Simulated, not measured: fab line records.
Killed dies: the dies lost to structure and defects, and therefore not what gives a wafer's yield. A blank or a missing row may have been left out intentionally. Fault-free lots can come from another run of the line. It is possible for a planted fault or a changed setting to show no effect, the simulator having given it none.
The tool behind it: which one? / flow nand harc / Sampling: 15 lots, 45 wafers, 4 of 1159 route steps

== WHAT THE GAUGES READ, wafer by wafer ==
Not one reading of a measure or inspect step in the record can be checked against a usual standard deviation.

== EACH LOT AND THE TOOL THAT RAN IT (in order: tool; ch and the chambers of the sampled wafers; start) ==
lot=L695; NHARC_A_BLC_CVD_24=cvd w-01 ch 0,1, day 17 07:58 or earlier; NHARC_A_M0_ETCH_34=rie diel-06 ch 1,2,3, day 17 07:58; NHARC_A_M0_PVD_20=pvd sputter-01, day 17 11:07 or earlier; NHARC_A_M1_DEP_00=pecvd-03 ch 0,1,2, day 17 11:07
lot=L698; NHARC_A_BLC_CVD_24=cvd w-02 ch 0,1, day 17 16:20 or earlier; NHARC_A_M0_ETCH_34=rie diel-02 ch 0,1,3, day 17 16:20; NHARC_A_M0_PVD_20=pvd sputter-01, day 17 19:16 or earlier; NHARC_A_M1_DEP_00=pecvd-03 ch 0,1,2, day 17 19:16
lot=L697; NHARC_A_BLC_CVD_24=cvd w-01 ch 0,1, day 17 19:37 or earlier; NHARC_A_M0_ETCH_34=rie diel-06 ch 0,1,3, day 17 19:37; NHARC_A_M0_PVD_20=pvd sputter-02, day 17 22:52 or earlier; NHARC_A_M1_DEP_00=pecvd-03 ch 1,2, day 17 22:52
lot=L696; NHARC_A_BLC_CVD_24=cvd w-01 ch 0,1, day 18 02:37 or earlier; NHARC_A_M0_ETCH_34=rie diel-09 ch 0,1,3, day 18 02:37; NHARC_A_M0_PVD_20=pvd sputter-02, day 18 05:44 or earlier; NHARC_A_M1_DEP_00=pecvd-03 ch 0,1,2, day 18 05:44
lot=L701; NHARC_A_BLC_CVD_24=cvd w-02 ch 0,1, day 19 11:00 or earlier; NHARC_A_M0_ETCH_34=rie diel-02 ch 0,1, day 19 11:00; NHARC_A_M0_PVD_20=pvd sputter-03, day 19 14:07 or earlier; NHARC_A_M1_DEP_00=pecvd-02 ch 0,2, day 19 14:07
lot=L702; NHARC_A_BLC_CVD_24=cvd w-02 ch 1, day 19 11:27 or earlier; NHARC_A_M0_ETCH_34=rie diel-02 ch 0,3, day 19 11:27; NHARC_A_M0_PVD_20=pvd sputter-01, day 19 14:43 or earlier; NHARC_A_M1_DEP_00=pecvd-02 ch 0,1, day 19 14:43
lot=L704; NHARC_A_BLC_CVD_24=cvd w-02 ch 0,1, day 19 18:19 or earlier; NHARC_A_M0_ETCH_34=rie diel-09 ch 2,3, day 19 18:19; NHARC_A_M0_PVD_20=pvd sputter-02, day 19 21:25 or earlier; NHARC_A_M1_DEP_00=pecvd-01 ch 1,2, day 19 21:25
lot=L703; NHARC_A_BLC_CVD_24=cvd w-02 ch 0,1, day 19 19:10 or earlier; NHARC_A_M0_ETCH_34=rie diel-09 ch 0,1,2, day 19 19:10; NHARC_A_M0_PVD_20=pvd sputter-02, day 19 22:19 or earlier; NHARC_A_M1_DEP_00=pecvd-02 ch 0,1,2, day 19 22:19
lot=L713; NHARC_A_BLC_CVD_24=cvd w-02 ch 0,1, day 21 16:24 or earlier; NHARC_A_M0_ETCH_34=rie diel-02 ch 1,2,3, day 21 16:24; NHARC_A_M0_PVD_20=pvd sputter-03, day 21 19:22 or earlier; NHARC_A_M1_DEP_00=pecvd-02 ch 1,2, day 21 19:22
lot=L712; NHARC_A_BLC_CVD_24=cvd w-01 ch 0,1, day 21 16:49 or earlier; NHARC_A_M0_ETCH_34=rie diel-06 ch 0,1,3, day 21 16:49; NHARC_A_M0_PVD_20=pvd sputter-01, day 21 19:51 or earlier; NHARC_A_M1_DEP_00=pecvd-01 ch 0,2, day 21 19:51
lot=L714; NHARC_A_BLC_CVD_24=cvd w-02 ch 0,1, day 22 03:29 or earlier; NHARC_A_M0_ETCH_34=rie diel-09 ch 2,3, day 22 03:29; NHARC_A_M0_PVD_20=pvd sputter-03, day 22 06:44 or earlier; NHARC_A_M1_DEP_00=pecvd-01 ch 1,2, day 22 06:44
lot=L711; NHARC_A_BLC_CVD_24=cvd w-02 ch 0,1, day 22 05:41 or earlier; NHARC_A_M0_ETCH_34=rie diel-09 ch 0,1, day 22 05:41; NHARC_A_M0_PVD_20=pvd sputter-01, day 22 09:01 or earlier; NHARC_A_M1_DEP_00=pecvd-01 ch 0,1,2, day 22 09:01
lot=L715; NHARC_A_BLC_CVD_24=cvd w-01 ch 0,1, day 22 17:04 or earlier; NHARC_A_M0_ETCH_34=rie diel-02 ch 0,1,3, day 22 17:04; NHARC_A_M0_PVD_20=pvd sputter-02, day 22 20:08 or earlier; NHARC_A_M1_DEP_00=pecvd-01 ch 1,2, day 22 20:08
lot=L717; NHARC_A_BLC_CVD_24=cvd w-01 ch 0,1, day 23 05:10 or earlier; NHARC_A_M0_ETCH_34=rie diel-09 ch 0,1, day 23 05:10; NHARC_A_M0_PVD_20=pvd sputter-03, day 23 08:13 or earlier; NHARC_A_M1_DEP_00=pecvd-03 ch 0,1, day 23 08:13
lot=L718; NHARC_A_BLC_CVD_24=cvd w-01 ch 0,1, day 23 16:22 or earlier; NHARC_A_M0_ETCH_34=rie diel-06 ch 2,3, day 23 16:22; NHARC_A_M0_PVD_20=pvd sputter-02, day 23 19:26 or earlier; NHARC_A_M1_DEP_00=pecvd-03 ch 1,2, day 23 19:26
- NHARC_A_BLC_CVD_24: deposits W, target thk 150 nm, time 434 s.
- NHARC_A_M0_ETCH_34: etches the open film in N2/H2, target depth 40 nm, overetch 12 nm, time 43.94 s.
- NHARC_A_M0_PVD_20: deposits TaN, target thk 5 nm, time 8.06 s.
- NHARC_A_M1_DEP_00: deposits SiOC, target thk 182.5 nm.

== WHAT THE TOOLS THEMSELVES READ (means of the sampled wafers that have a number; where no wafer has one, the mark that the record gives instead) ==
NHARC_A_BLC_CVD_24.
lot=L695; tool=cvd w-01; heater power w (W)=410; throttle valve pct (%)=8.0
lot=L698; tool=cvd w-02; heater power w (W)=441; throttle valve pct (%)=7.9
lot=L697; tool=cvd w-01; heater power w (W)=412; throttle valve pct (%)=8.2
lot=L696; tool=cvd w-01; heater power w (W)=410; throttle valve pct (%)=8.2
lot=L701; tool=cvd w-02; heater power w (W)=419; throttle valve pct (%)=7.6
lot=L702; tool=cvd w-02; heater power w (W)=446; throttle valve pct (%)=7.8
lot=L704; tool=cvd w-02; heater power w (W)=422; throttle valve pct (%)=7.8
lot=L703; tool=cvd w-02; heater power w (W)=436; throttle valve pct (%)=7.8
lot=L713; tool=cvd w-02; heater power w (W)=425; throttle valve pct (%)=7.6
lot=L712; tool=cvd w-01; heater power w (W)=407; throttle valve pct (%)=8.0
lot=L714; tool=cvd w-02; heater power w (W)=430; throttle valve pct (%)=7.9
lot=L711; tool=cvd w-02; heater power w (W)=439; throttle valve pct (%)=7.7
lot=L715; tool=cvd w-01; heater power w (W)=423; throttle valve pct (%)=8.3
lot=L717; tool=cvd w-01; heater power w (W)=397; throttle valve pct (%)=8.1
lot=L718; tool=cvd w-01; heater power w (W)=423; throttle valve pct (%)=8.3

NHARC_A_M0_ETCH_34.
lot=L695; tool=rie diel-06; drypump motor current A (A)=5.74; oes product au (a.u.)=1.006; rf fwd power W (W)=395.3; rf vpp V (V)=429.1; showerhead plenum p Torr (Torr)=2.01; throttle valve pct (%)=14.177
lot=L698; tool=rie diel-02; drypump motor current A (A)=5.93; oes product au (a.u.)=1.008; rf fwd power W (W)=396.2; rf vpp V (V)=431.8; showerhead plenum p Torr (Torr)=2.06; throttle valve pct (%)=14.177
lot=L697; tool=rie diel-06; drypump motor current A (A)=5.55; oes product au (a.u.)=1.009; rf fwd power W (W)=395.2; rf vpp V (V)=427.8; showerhead plenum p Torr (Torr)=1.95; throttle valve pct (%)=14.170
lot=L696; tool=rie diel-09; drypump motor current A (A)=5.53; oes product au (a.u.)=0.991; rf fwd power W (W)=393.9; rf vpp V (V)=432.0; showerhead plenum p Torr (Torr)=2.10; throttle valve pct (%)=14.179
lot=L701; tool=rie diel-02; drypump motor current A (A)=5.96; oes product au (a.u.)=0.986; rf fwd power W (W)=395.3; rf vpp V (V)=430.0; showerhead plenum p Torr (Torr)=2.01; throttle valve pct (%)=14.164
lot=L702; tool=rie diel-02; drypump motor current A (A)=5.89; oes product au (a.u.)=0.991; rf fwd power W (W)=394.7; rf vpp V (V)=427.7; showerhead plenum p Torr (Torr)=1.99; throttle valve pct (%)=14.165
lot=L704; tool=rie diel-09; drypump motor current A (A)=5.70; oes product au (a.u.)=0.997; rf fwd power W (W)=392.7; rf vpp V (V)=428.4; showerhead plenum p Torr (Torr)=1.95; throttle valve pct (%)=14.177
lot=L703; tool=rie diel-09; drypump motor current A (A)=5.55; oes product au (a.u.)=0.994; rf fwd power W (W)=396.9; rf vpp V (V)=431.6; showerhead plenum p Torr (Torr)=2.08; throttle valve pct (%)=14.173
lot=L713; tool=rie diel-02; drypump motor current A (A)=5.96; oes product au (a.u.)=1.006; rf fwd power W (W)=394.8; rf vpp V (V)=431.6; showerhead plenum p Torr (Torr)=2.06; throttle valve pct (%)=14.165
lot=L712; tool=rie diel-06; drypump motor current A (A)=5.57; oes product au (a.u.)=1.005; rf fwd power W (W)=393.8; rf vpp V (V)=428.0; showerhead plenum p Torr (Torr)=1.94; throttle valve pct (%)=14.170
lot=L714; tool=rie diel-09; drypump motor current A (A)=5.68; oes product au (a.u.)=1.001; rf fwd power W (W)=392.8; rf vpp V (V)=427.9; showerhead plenum p Torr (Torr)=1.95; throttle valve pct (%)=14.168
lot=L711; tool=rie diel-09; drypump motor current A (A)=5.55; oes product au (a.u.)=0.992; rf fwd power W (W)=396.8; rf vpp V (V)=433.2; showerhead plenum p Torr (Torr)=2.16; throttle valve pct (%)=14.170
lot=L715; tool=rie diel-02; drypump motor current A (A)=5.94; oes product au (a.u.)=0.997; rf fwd power W (W)=394.9; rf vpp V (V)=431.0; showerhead plenum p Torr (Torr)=2.06; throttle valve pct (%)=14.160
lot=L717; tool=rie diel-09; drypump motor current A (A)=5.39; oes product au (a.u.)=0.990; rf fwd power W (W)=394.7; rf vpp V (V)=433.8; showerhead plenum p Torr (Torr)=2.15; throttle valve pct (%)=14.166
lot=L718; tool=rie diel-06; drypump motor current A (A)=5.78; oes product au (a.u.)=1.008; rf fwd power W (W)=395.6; rf vpp V (V)=430.5; showerhead plenum p Torr (Torr)=2.06; throttle valve pct (%)=14.165

NHARC_A_M0_PVD_20.
lot=L695; tool=pvd sputter-01; cathode dc power W (W)=14996; throttle valve pct (%)=29.4
lot=L698; tool=pvd sputter-01; cathode dc power W (W)=14998; throttle valve pct (%)=30.7
lot=L697; tool=pvd sputter-02; cathode dc power W (W)=14999; throttle valve pct (%)=30.5
lot=L696; tool=pvd sputter-02; cathode dc power W (W)=14999; throttle valve pct (%)=29.9
lot=L701; tool=pvd sputter-03; cathode dc power W (W)=15002; throttle valve pct (%)=29.9
lot=L702; tool=pvd sputter-01; cathode dc power W (W)=15002; throttle valve pct (%)=29.4
lot=L704; tool=pvd sputter-02; cathode dc power W (W)=15000; throttle valve pct (%)=30.1
lot=L703; tool=pvd sputter-02; cathode dc power W (W)=15001; throttle valve pct (%)=30.1
lot=L713; tool=pvd sputter-03; cathode dc power W (W)=14998; throttle valve pct (%)=29.9
lot=L712; tool=pvd sputter-01; cathode dc power W (W)=14998; throttle valve pct (%)=30.6
lot=L714; tool=pvd sputter-03; cathode dc power W (W)=15000; throttle valve pct (%)=31.3
lot=L711; tool=pvd sputter-01; cathode dc power W (W)=15000; throttle valve pct (%)=30.6
lot=L715; tool=pvd sputter-02; cathode dc power W (W)=15001; throttle valve pct (%)=30.0
lot=L717; tool=pvd sputter-03; cathode dc power W (W)=15001; throttle valve pct (%)=30.6
lot=L718; tool=pvd sputter-02; cathode dc power W (W)=15003; throttle valve pct (%)=29.8

NHARC_A_M1_DEP_00.
lot=L695; tool=pecvd-03; chamber pressure Torr (Torr)=4.998; rf fwd power W (W)=598.2
lot=L698; tool=pecvd-03; chamber pressure Torr (Torr)=4.999; rf fwd power W (W)=598.7
lot=L697; tool=pecvd-03; chamber pressure Torr (Torr)=4.994; rf fwd power W (W)=597.2
lot=L696; tool=pecvd-03; chamber pressure Torr (Torr)=4.997; rf fwd power W (W)=599.5
lot=L701; tool=pecvd-02; chamber pressure Torr (Torr)=-; rf fwd power W (W)=-
lot=L702; tool=pecvd-02; chamber pressure Torr (Torr)=-; rf fwd power W (W)=-
lot=L704; tool=pecvd-01; chamber pressure Torr (Torr)=-; rf fwd power W (W)=-
lot=L703; tool=pecvd-02; chamber pressure Torr (Torr)=5.003; rf fwd power W (W)=598.4
lot=L713; tool=pecvd-02; chamber pressure Torr (Torr)=5.006; rf fwd power W (W)=598.4
lot=L712; tool=pecvd-01; chamber pressure Torr (Torr)=5.000; rf fwd power W (W)=598.2
lot=L714; tool=pecvd-01; chamber pressure Torr (Torr)=5.008; rf fwd power W (W)=597.8
lot=L711; tool=pecvd-01; chamber pressure Torr (Torr)=4.990; rf fwd power W (W)=598.7
lot=L715; tool=pecvd-01; chamber pressure Torr (Torr)=5.002; rf fwd power W (W)=598.4
lot=L717; tool=pecvd-03; chamber pressure Torr (Torr)=5.008; rf fwd power W (W)=596.2
lot=L718; tool=pecvd-03; chamber pressure Torr (Torr)=5.011; rf fwd power W (W)=594.8

== THE ANSWER, worked out from the rows above alone ==
Rule: what is usual is taken from the lots themselves. The widest of any qualifying gaps counts: lots, ordered by their means at a reading, are off when they make up no more than a third of the lots, leave a main group of 4 or more, and stand apart from it by 3 or more times the standard deviation of that group's means. Not used: any main group whose means are identical at the precision the tables above print for the reading. A lot without any number at a reading at which 4 lots or more have one is off too. Where the step has rows for the other lots, those lots are counted as sound. The gauges are gone through in route order, then the tools' own readings, and for those a lot's mean is taken as printed above. The first step at which some lot is off is used, and at that step the reading that is off furthest; a lot without a number counts as furthest.
Off, at NHARC_A_M1_DEP_00 on chamber pressure Torr: L701, L702, L704. Without a number there: L701, L702, L704. The main group has a mean of 5.001 Torr with a standard deviation of 0.006.
If a tool, at that step or one of the process steps before it, ran each lot that is off and ran no sound lot following the first of them, it fits. With no start given for some of its lots, NHARC_A_BLC_CVD_24 uses the hours and lot order of NHARC_A_M0_ETCH_34. With no start given for some of its lots, NHARC_A_M0_PVD_20 uses the hours and lot order of NHARC_A_M1_DEP_00. None of those tried fits.

== WHAT THE SIMULATOR HAD INSERTED ==
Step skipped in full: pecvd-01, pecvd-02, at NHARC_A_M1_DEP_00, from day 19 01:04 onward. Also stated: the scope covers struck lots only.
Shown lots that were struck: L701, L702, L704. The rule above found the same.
